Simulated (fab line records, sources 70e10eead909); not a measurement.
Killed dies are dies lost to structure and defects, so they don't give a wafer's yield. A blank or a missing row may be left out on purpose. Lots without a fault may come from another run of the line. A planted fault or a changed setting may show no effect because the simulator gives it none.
fab line records | flow nand_harc
record lots=11 wafers=31 last_day=33
route steps=1302 shown A_DECK1_JOINT@544 A_CHANNEL_HOLE_D2@580 END@1302
lots that met no fault: from a run of the same line without faults
start_h: hours from the record's first day to the start of the lot's first wafer shown | wait_h: hours since the lot's step before | " the same as in the row above | L1.1+2: a row that stands for several wafers | - no value, or no start given | * or withheld: withheld | < > ~ a bound
route shown NAME@n: a module of which the file shows steps, and the number in the route of the first | usual: mean/standard deviation of fault-free wafers | same: alike in all rows | chamber/n: place in a boat | sites: the reading at each site | _std_site: their standard deviation | _edge_site: outer sites' mean less inner sites' | radius_mm: how far each site lies from the wafer's centre | mask NAME#n: copy n | behind: the tool/chamber that last shaped the wafer | hold: why the lot was held/for how many hours/how that ended | device: the transistor (n, p or np) that didn't switch | end of line: the same wafers' tests at the end of the route | a step without rows: its recipe alone | killed: dies lost to structure and defects at the first sort, not the wafer's yield | map: a wafer's dies, x killed, . not, _ none there
set.NAME: the setting as run; set.NAME@STEP: as run at that earlier step | model.NAME: the simulator's own value behind a step, which no gauge read
steps of the route over a sample of lots; a table a step, a row a wafer
services: from which hour (start_h, from the record's first day; less than 0 if before it) a tool's chamber was out of use, for how many hours, and why
## steps
# step NHARC_A_DECK1_JOINT_INSPECT_05
# usual raw_defect_count=323/130
# columns lot.wafer tool chamber start_h wait_h raw_defect_count
L888.2 defect_inspect-02 - 264.11 0.0 381
L888.3 " - " " 257
L888.6 " - " " 337
L893.1 defect_inspect-01 - 331.89 0.0 196
L893.4 " - " " 355
L893.6 " - " " 350
L895.1 defect_inspect-02 - 363.35 0.0 301
L895.4 " - " " 423
L895.6 " - " " 459
L897.2 defect_inspect-02 - 368.88 0.0 497
L897.3 " - " " 401
L897.4 " - " " 416
L898.1 defect_inspect-02 - 385.31 0.0 328
L898.2 " - " " 316
L899.3 defect_inspect-02 - 385.33 0.0 296
L899.4 " - " " 238
L899.5 " - " " 254
L900.5 defect_inspect-01 - 394.17 0.0 405
L900.6 " - " " 500
L906.2 defect_inspect-02 - 461.91 0.0 248
L906.3 " - " " 148
L906.4 " - " " 122
L908.1 defect_inspect-01 - 467.27 0.0 258
L908.4 " - " " 286
L908.6 " - " " 346
L909.2 defect_inspect-02 - 492.16 0.0 277
L909.5 " - " " 241
L909.6 " - " " 281
L910.1 defect_inspect-02 - 499.80 0.0 180
L910.3 " - " " 273
L910.6 " - " " 263
# step NHARC_A_CHANNEL_HOLE_D2_PEB_08
# recipe peb_temp_c=100 peb_time_s=65
# usual heater_power_total_W=156.6/0.41
# columns lot.wafer tool chamber start_h wait_h heater_power_total_W
L888.2 litho_track-06 0 280.29 0.1 157.1
L888.3 " 0 " " 156.7
L888.6 " 0 " " 156.6
L893.1 litho_track-04 0 349.45 0.1 157.2
L893.4 " 0 " " 157.0
L893.6 " 0 " " 156.5
L895.1 litho_track-01 0 386.22 0.1 156.0
L895.4 " 0 " " 156.7
L895.6 " 0 " " 156.2
L897.2 litho_track-06 0 388.37 0.1 157.1
L897.3 " 0 " " 155.9
L897.4 " 0 " " 157.1
L899.3 litho_track-01 0 402.34 0.0 156.9
L899.4 " 0 " " 156.4
L899.5 " 0 " " 182.0
L898.1 litho_track-01 0 404.07 0.1 182.2
L898.2 " 0 " " 156.2
L900.5 litho_track-01 0 410.86 0.0 182.5
L900.6 " 0 " " 156.6
L906.2 litho_track-01 0 478.49 0.1 156.2
L906.3 " 0 " " 156.8
L906.4 " 0 " " 157.1
L908.1 litho_track-06 0 486.39 0.1 156.6
L908.4 " 0 " " 156.0
L908.6 " 0 " " 157.2
L909.2 litho_track-06 0 514.00 0.1 156.4
L909.5 " 0 " " 157.1
L909.6 " 0 " " 156.8
L910.1 litho_track-06 0 520.13 0.1 156.3
L910.3 " 0 " " 156.4
L910.6 " 0 " " 156.6
# step NHARC_A_CHANNEL_HOLE_D2_CD_MEAS_10
# recipe target_cd_nm=100 landing_energy_ev=500
# usual cd_nm=100.3/0.74
# columns lot.wafer tool chamber start_h wait_h cd_nm
L888.2 cd_sem-03 0 280.37 - 101.9
L888.3 " 0 " " 100.5
L888.6 " 0 " " 100.2
L893.1 cd_sem-02 0 349.53 - 100.8
L893.4 " 0 " " 101.2
L893.6 " 0 " " 100.6
L895.1 cd_sem-01 0 386.30 - 99.6
L895.4 " 0 " " 100.8
L895.6 " 0 " " 99.9
L897.2 cd_sem-01 0 388.45 - 101.0
L897.3 " 0 " " 100.3
L897.4 " 0 " " 100.7
L899.3 cd_sem-03 0 402.42 - 98.6
L899.4 " 0 " " 100.4
L899.5 " 0 " " 90.9
L898.1 cd_sem-01 0 404.15 - 90.8
L898.2 " 0 " " 100.1
L900.5 cd_sem-03 0 410.95 - 91.9
L900.6 " 0 " " 99.6
L906.2 cd_sem-01 0 478.57 - 98.9
L906.3 " 0 " " 100.6
L906.4 " 0 " " 99.7
L908.1 cd_sem-02 0 486.47 - 101.4
L908.4 " 0 " " 100.8
L908.6 " 0 " " 99.9
L909.2 cd_sem-03 0 514.08 - 99.9
L909.5 " 0 " " 100.2
L909.6 " 0 " " 101.2
L910.1 cd_sem-03 0 520.21 - 100.9
L910.3 " 0 " " 100.6
L910.6 " 0 " " 100.7
# step NHARC_A_CHANNEL_HOLE_D2_DESCUM_15
# recipe time_s=3 o2_flow_sccm=200 ar_flow_sccm=0 bias_power_w=0 chemistry=O2
# usual drypump_motor_current_A=5.9/0.35 mfc_ar_sccm=0.008/0.0087 oes_product_au=1.002/0.012 rf_vpp_V=57.8/0.9 showerhead_plenum_p_Torr=1.92/0.071 throttle_valve_pct=11.310/0.0084
# columns lot.wafer tool chamber start_h wait_h drypump_motor_current_A mfc_ar_sccm oes_product_au rf_hours_counter_h rf_vpp_V showerhead_plenum_p_Torr throttle_valve_pct
L888.3 rie_diel-05 0 280.56 0.1 6.0 0 0.971 1.7 58.5 1.97 11.306
L888.2 " 2 " " 5.4 0.020 1.003 1.5 58.6 1.90 11.307
L888.6 " 0 " " 6.0 0 0.978 - 57.4 1.97 11.320
L893.1 rie_diel-10 1 349.73 0.1 6.5 0.026 0.992 4.7 58.7 1.78 11.295
L893.4 " 2 " " 6.0 0 1.010 5.0 57.7 1.78 11.305
L893.6 " 3 " " 6.1 0.003 1.000 - 56.0 1.78 11.303
L895.1 rie_diel-07 3 386.48 0.1 5.4 0.010 1.002 3.6 58.3 1.93 11.321
L895.4 " 0 " " 6.3 0.006 1.020 4.3 57.4 1.96 11.309
L895.6 " 3 " " 5.4 0.010 1.004 - 57.0 1.93 11.304
L897.4 rie_diel-07 3 388.63 0.1 5.3 0.010 1.005 4.2 59.1 1.93 11.320
L897.3 " 1 " " 6.0 0 1.001 4.3 56.9 1.90 11.317
L897.2 " 2 " " 5.5 0 1.001 3.9 57.5 1.90 11.308
L899.3 rie_diel-05 1 402.61 0.1 5.9 0.015 1.001 8.3 58.1 2.01 11.311
L899.4 " 2 " " 5.4 0.020 1.009 9.0 56.4 1.89 11.305
L899.5 " 0 " " 5.9 0 0.985 - 58.7 1.96 11.308
L898.1 rie_diel-10 1 404.33 0.1 6.5 0.026 1.008 7.3 58.5 1.78 11.294
L898.2 " 3 " " 6.0 0.003 1.000 8.3 57.2 1.78 11.303
L900.6 rie_diel-10 2 411.16 0.1 6.0 0 0.995 - 58.0 1.78 11.318
L900.5 " 3 " " 6.1 0.003 1.013 - 55.1 1.78 11.296
L906.3 rie_diel-05 1 478.75 0.1 5.9 0.015 1.009 4.1 58.0 2.00 11.319
L906.2 " 2 " " 5.4 0.020 1.009 3.8 58.6 1.89 11.303
L906.4 " 3 " " 6.4 0.001 0.995 3.9 58.0 1.95 11.312
L908.1 rie_diel-10 3 486.66 0.1 6.1 0.003 1.000 4.0 57.5 1.78 11.291
L908.4 " 0 " " 5.9 0 1.012 4.6 58.4 1.88 11.316
L908.6 " 3 " " 6.1 0.003 0.997 - 57.9 1.78 11.323
L909.2 rie_diel-05 1 514.28 0.1 5.9 0.015 1.000 5.7 59.3 2.00 11.312
L909.6 " 3 " " 6.4 0.001 1.001 - 56.4 1.95 11.293
L909.5 " 0 " " 6.0 0 1.003 - 56.7 1.96 11.313
L910.1 rie_diel-05 3 520.41 0.1 6.3 0.001 1.008 7.4 56.5 1.95 11.316
L910.3 " 0 " " 6.0 0 0.996 7.3 56.6 1.96 11.328
L910.6 " 2 " " 5.4 0.020 1.007 - 57.9 1.89 11.308
# step NHARC_A_CHANNEL_HOLE_D2_ETCH_39
# recipe target_depth_a=2600 over_etch_frac=0.3 time_s=325 ion_energy_ev=200 n2_flow_sccm=150 h2_flow_sccm=150 ar_flow_sccm=0 rf_w=400 bias_w=150 chemistry=N2/H2
# usual drypump_motor_current_A=5.9/0.35 h2_flow_sccm=150.0/0.43 mfc_ar_sccm=0.008/0.0089 oes_product_au=1.002/0.014 rf_vpp_V=430.5/2.2 showerhead_plenum_p_Torr=2.04/0.076 throttle_valve_pct=14.170/0.0081
# columns lot.wafer tool chamber start_h wait_h drypump_motor_current_A h2_flow_sccm mfc_ar_sccm oes_product_au rf_hours_counter_h rf_vpp_V showerhead_plenum_p_Torr throttle_valve_pct
L888.3 rie_diel-05 1 - - 5.9 149.9 0.015 0.995 1.6 432.9 2.14 14.184
L888.2 " 3 " " 6.3 150.4 0.001 1.002 1.7 431.8 2.08 14.181
L888.6 " 1 " " 5.9 149.0 0.015 0.983 - 433.4 2.14 14.174
L893.4 rie_diel-10 0 - - 5.9 150.3 0 1.017 4.3 431.2 2.00 14.172
L893.1 " 3 " " 6.1 150.1 0.003 1.005 5.2 426.8 1.90 14.161
L893.6 " 1 " " 6.5 149.8 0.026 0.987 - 426.1 1.89 14.179
L895.4 rie_diel-07 0 - - 6.3 149.9 0.006 1.028 4.3 431.7 2.09 14.172
L895.1 " 2 " " 5.6 150.0 0 0.992 3.4 430.8 2.03 14.160
L895.6 " 1 " " 6.0 150.1 0 0.987 - 429.8 2.02 14.176
L897.4 rie_diel-07 0 - - 6.3 150.0 0.006 1.025 4.8 432.1 2.09 14.163
L897.3 " 1 " " 6.0 149.8 0 0.999 4.3 427.9 2.02 14.182
L897.2 " 2 " " 5.6 149.7 0 0.995 4.0 430.6 2.03 14.180
L899.3 rie_diel-05 3 - - 6.4 149.3 0.001 1.016 7.1 429.6 2.08 14.160
L899.4 " 1 " " 5.9 150.7 0.015 0.997 8.4 433.2 2.14 14.177
L899.5 " 3 " " 6.4 149.3 0.001 1.012 - 430.4 2.08 14.157
L898.1 rie_diel-10 2 - - 6.0 149.6 0 1.008 7.6 425.7 1.90 14.167
L898.2 " 1 " " 6.5 150.4 0.026 1.001 7.4 427.0 1.89 14.176
L900.6 rie_diel-10 1 - - 6.5 150.1 0.026 0.999 - 425.6 1.89 14.168
L900.5 " 2 " " 6.0 149.5 0 1.001 - 426.3 1.90 14.156
L906.2 rie_diel-05 2 - - 5.4 150.0 0.020 1.012 3.9 430.6 2.02 14.162
L906.3 " 3 " " 6.4 150.7 0.001 0.995 4.0 429.5 2.08 14.172
L906.4 " 0 " " 6.0 149.9 0 0.978 4.3 432.9 2.09 14.161
L908.4 rie_diel-10 0 - - 6.0 150.2 0 1.017 4.7 429.5 2.00 14.178
L908.1 " 2 " " 5.9 149.8 0 1.003 4.9 426.2 1.89 14.166
L908.6 " 0 " " 6.0 150.2 0 1.022 - 430.1 2.00 14.177
L909.2 rie_diel-05 2 - - 5.4 150.5 0.020 1.010 5.6 429.8 2.02 14.171
L909.6 " 2 " " 5.4 150.2 0.020 1.012 - 429.8 2.02 14.170
L909.5 " 3 " " 6.4 149.3 0.001 1.010 - 432.1 2.08 14.174
L910.3 rie_diel-05 3 - - 6.3 149.4 0.001 0.997 7.5 431.0 2.08 14.166
L910.1 " 1 " " 6.0 149.8 0.015 1.002 6.5 433.4 2.14 14.180
L910.6 " 2 " " 5.4 150.3 0.020 1.005 - 430.2 2.02 14.165
# step NHARC_A_CHANNEL_HOLE_D2_CD_MEAS_18
# usual cd_nm=99.9/2.6
# columns lot.wafer tool chamber start_h wait_h cd_nm
L888.2 cd_sem-01 - 281.67 - 101.0
L888.3 " - " " 97.0
L888.6 " - " " 99.6
L893.1 cd_sem-02 - 350.83 - 103.4
L893.4 " - " " 99.2
L893.6 " - " " 101.4
L895.1 cd_sem-03 - 387.59 - 101.0
L895.4 " - " " 97.6
L895.6 " - " " 96.8
L897.2 cd_sem-01 - 389.74 - 101.4
L897.3 " - " " 98.7
L897.4 " - " " 99.0
L899.3 cd_sem-03 - 403.72 - 99.0
L899.4 " - " " 97.7
L899.5 " - " " 90.5
L898.1 cd_sem-03 - 405.44 - 90.7
L898.2 " - " " 108.3
L900.5 cd_sem-03 - 412.25 - 88.6
L900.6 " - " " 104.8
L906.2 cd_sem-02 - 479.87 - 97.6
L906.3 " - " " 97.9
L906.4 " - " " 98.4
L908.1 cd_sem-02 - 487.77 - 104.6
L908.4 " - " " 103.4
L908.6 " - " " 102.7
L909.2 cd_sem-03 - 515.38 - 102.9
L909.5 " - " " 102.0
L909.6 " - " " 103.5
L910.1 cd_sem-01 - 521.51 - 102.1
L910.3 " - " " 101.5
L910.6 " - " " 100.8
# step NHARC_A_CHANNEL_HOLE_D2_CD_MEAS_31
# usual cd_nm=89.4/1.7
# columns lot.wafer tool chamber start_h wait_h cd_nm
L888.2 cd_sem-03 - 287.24 - 89.9
L888.3 " - " " 91.4
L888.6 " - " " 90.2
L893.1 cd_sem-03 - 356.74 - 90.2
L893.4 " - " " 90.3
L893.6 " - " " 88.3
L895.1 cd_sem-03 - 393.33 - 88.0
L895.4 " - " " 91.2
L895.6 " - " " 87.3
L897.2 cd_sem-01 - 397.51 - 88.7
L897.3 " - " " 89.0
L897.4 " - " " 89.1
L899.3 cd_sem-01 - 409.33 - 85.2
L899.4 " - " " 90.9
L899.5 " - " " 78.8
L898.1 cd_sem-01 - 411.06 - 81.7
L898.2 " - " " 88.9
L900.5 cd_sem-01 - 418.42 - 80.1
L900.6 " - " " 89.1
L906.2 cd_sem-01 - 485.46 - 90.1
L906.3 " - " " 88.8
L906.4 " - " " 87.7
L908.1 cd_sem-01 - 493.36 - 89.9
L908.4 " - " " 88.3
L908.6 " - " " 90.4
L909.2 cd_sem-03 - 522.49 - 88.6
L909.5 " - " " 88.4
L909.6 " - " " 91.5
L910.1 cd_sem-01 - 529.32 - 88.8
L910.3 " - " " 91.0
L910.6 " - " " 92.8
# step NHARC_A_CHANNEL_HOLE_D2_XSEM_32
# recipe landing_energy_ev=35000
# usual bot_cd_nm=74.0/1.8 bow_nm=8.7/0.34 tilt_deg=0.064/0.03
# columns lot.wafer tool chamber start_h wait_h bot_cd_nm bow_nm tilt_deg
L888.2 xsem-02 0 287.33 0.1 75.9 8.9 0.089
L888.3 " 0 " " 76.8 8.9 0.089
L888.6 " 0 " " 75.3 8.9 0.088
L893.1 xsem-01 0 356.83 0.1 74.4 8.8 0.062
L893.4 " 0 " " 74.9 8.8 0.061
L893.6 " 0 " " 71.3 8.7 0.061
L895.1 xsem-01 0 393.42 0.1 73.0 8.4 0.073
L895.4 " 0 " " 75.2 8.5 0.075
L895.6 " 0 " " 71.5 8.3 0.073
L897.2 xsem-02 0 397.60 0.1 73.0 8.3 0.062
L897.3 " 0 " " 73.0 8.3 0.063
L897.4 " 0 " " 73.1 8.2 0.063
L899.3 xsem-02 0 409.43 0.1 70.1 8.3 0.030
L899.4 " 0 " " 74.8 8.2 0.032
L899.5 " 0 " " 63.3 8.1 0.032
L898.1 xsem-01 0 411.15 0.1 66.2 8.4 0.125
L898.2 " 0 " " 73.6 8.4 0.124
L900.5 xsem-02 0 418.52 0.1 65.0 8.5 0.087
L900.6 " 0 " " 73.5 8.4 0.087
L906.2 xsem-01 0 485.55 0.1 73.8 8.9 0.084
L906.3 " 0 " " 73.2 8.9 0.084
L906.4 " 0 " " 72.0 8.9 0.086
L908.1 xsem-01 0 493.45 0.1 74.3 8.4 0.078
L908.4 " 0 " " 73.3 8.4 0.079
L908.6 " 0 " " 75.0 8.4 0.080
L909.2 xsem-01 0 522.58 0.1 72.4 8.4 0.021
L909.5 " 0 " " 73.2 8.3 0.020
L909.6 " 0 " " 75.8 8.4 0.022
L910.1 xsem-02 0 529.41 0.1 73.1 9.3 0.062
L910.3 " 0 " " 75.4 9.3 0.062
L910.6 " 0 " " 77.1 9.2 0.062
# step NHARC_END_SORT_01
# recipe temp_c=25
# usual killed_at_array=46/15 killed_at_other=1.0/1.3 killed_at_periphery=4/3 killed_dies=51/15 killed_open=3.2/1.8 killed_short=2.5/1.5
# same gross_dies=677
# columns lot.wafer tool chamber start_h wait_h killed_at_array killed_at_other killed_at_periphery killed_dies killed_open killed_short
L899.5 prober-02 0 665.64 3.6 21 0 5 26 3 2
# killed by level:class
L899.5 A_CHANNEL_HOLE_D2:chamber_film_flake=11 A_CHANNEL_HOLE_D1:chamber_film_flake=5 A_ONON_D2:geometric_particle:open=2 P_GATE:chamber_film_flake=2 A_CHANNEL_HOLE_D2:area_peb=2 P_CONTACT:geometric_particle:open=1 P_CONTACT:geometric_particle:short=1 P_M0:geometric_particle:short=1
## services
# columns tool chamber start_h hours kind
rie_diel-05 0 263.43 - clean
rie_diel-05 1 263.43 - clean
rie_diel-05 2 263.43 - clean
rie_diel-05 3 263.43 - clean
rie_diel-10 - 276.55 0.3 repair
rie_diel-10 0 281.81 17.0 repair
rie_diel-07 - 294.20 9.0 pm
litho_track-01 - 330.00 7.0 pm
rie_diel-07 1 343.06 8.8 repair
litho_track-06 - 354.00 7.0 pm
rie_diel-05 1 359.38 5.8 repair
rie_diel-07 2 366.39 3.3 repair
xsem-01 - 374.00 14.0 pm
litho_track-04 - 378.00 7.0 pm
rie_diel-05 3 390.73 10.3 repair
rie_diel-05 - 406.93 9.0 pm
rie_diel-10 - 419.50 9.0 pm
rie_diel-07 2 428.75 9.4 repair
rie_diel-07 0 455.11 15.3 repair
rie_diel-10 0 468.17 1.2 repair
rie_diel-10 1 469.74 4.1 repair
rie_diel-07 - 471.20 9.0 pm
litho_track-01 - 505.00 7.0 pm
litho_track-06 - 529.00 7.0 pm
## key
first_sign step=NHARC_A_CHANNEL_HOLE_D2_PEB_08 reading=heater_power_total_W direction=up sigmas=63 usual=* struck=*
effect step=NHARC_A_CHANNEL_HOLE_D2_CD_MEAS_10 reading=cd_nm direction=down sigmas=12 usual=100.3 struck=91.2
effect step=NHARC_A_CHANNEL_HOLE_D2_CD_MEAS_18 reading=cd_nm direction=down sigmas=3.8 usual=99.9 struck=90.0
effect step=NHARC_A_CHANNEL_HOLE_D2_CD_MEAS_31 reading=cd_nm direction=down sigmas=5.5 usual=89.4 struck=80.2
effect step=NHARC_A_CHANNEL_HOLE_D2_XSEM_32 reading=bot_cd_nm direction=down sigmas=5 usual=74.0 struck=64.8
met_at NHARC_A_CHANNEL_HOLE_D2_PEB_08
struck_lots L898,L899,L900
struck_wafers L898.1,L899.5,L900.5
sort_left_out L898.1,L900.5
tester_left_out L898,L899,L900
not_acting_at NHARC_A_DECK1_JOINT_INSPECT_05,NHARC_A_CHANNEL_HOLE_D2_DESCUM_15,NHARC_A_CHANNEL_HOLE_D2_ETCH_39
onset_between 386.22 402.34
fault kind=process_parameter_drift tool=litho_track-01 chamber=- onset_h=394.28 steps=NHARC_A_CHANNEL_HOLE_D2_PEB_08 channel=peb_time_s offset=* shape=step end_h=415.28 scope=struck_wafers_only acts_in=* stated=*
# tester_left_out: of these lots the tester's yield and bins aren't shown, on N5 and GAA mostly nor the transistor test; their killed dies are dies lost to structure and defects alone, not to doping, threshold or leakage, so they don't give the yield
# sort_left_out: the simulated sort isn't trusted on such a fault, so these wafers' sort isn't shown, and their yield isn't known
